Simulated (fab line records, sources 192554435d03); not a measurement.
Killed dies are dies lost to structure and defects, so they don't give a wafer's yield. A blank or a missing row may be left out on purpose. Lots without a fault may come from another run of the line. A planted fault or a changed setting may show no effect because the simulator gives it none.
Chamber matching | flow n5_finfet | N5_BEOL_M6_ETCH_72 on rie_diel-05: 4 sister chambers
The step etches underlayer in N2/H2, target depth 6.5 nm, time 5.2 s. 8 wafers are shown with their chamber, then 8 later ones without.

WAFERS WITH THEIR CHAMBER
wafer  | chamber | etch_rf_on_time_s (s) | throttle_valve_pct (%)
L074.1 | 1       | 5.48                  | 17.94
L079.3 | 1       | 5.45                  | 17.95
L084.5 | 3       | 5.15                  | 17.82
L084.6 | 2       | 5.20                  | 18.05
L089.1 | 0       | 5.03                  | 17.44
L089.5 | 2       | 5.23                  | 18.08
L089.6 | 3       | 5.23                  | 17.85
L090.1 | 0       | 5.02                  | 17.49

WAFERS WITHOUT THEIR CHAMBER
wafer  | etch_rf_on_time_s (s) | throttle_valve_pct (%)
L090.2 | 5.12                  | 17.52
L090.5 | 5.10                  | 17.51
L096.2 | 5.14                  | 17.52
L096.5 | 5.00                  | 17.47
L096.6 | 5.01                  | 17.45
L095.2 | 5.16                  | 17.48
L095.3 | 5.28                  | 17.53
L095.6 | 5.08                  | 17.48

WHICH CHAMBER EACH WENT THROUGH
wafer  | from the rows above | in truth
L090.2 | 0                   | 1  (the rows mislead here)
L090.5 | 0                   | 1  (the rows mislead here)
L096.2 | 0                   | 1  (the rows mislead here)
L096.5 | 0                   | 0
L096.6 | 0                   | 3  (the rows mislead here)
L095.2 | 0                   | 0
L095.3 | 0                   | 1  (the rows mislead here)
L095.6 | 0                   | 0
Placed correctly: 3 of 8. Can't be placed from these rows: 0. Placed wrongly: 5.
How it was worked out, from the rows above alone: a wafer's distance from a chamber is the root of the sum, over the readings, of the square of ((its reading less the chamber's mean) divided by the reading's scatter). The wafer belongs to the nearest chamber; if the next one is less than 2 further off, it can't be placed. A chamber's mean is the mean of its shown wafers. The scatter: the root of (the sum of the squares of (reading less its chamber's mean) over the shown wafers, divided by (wafers less chambers)).
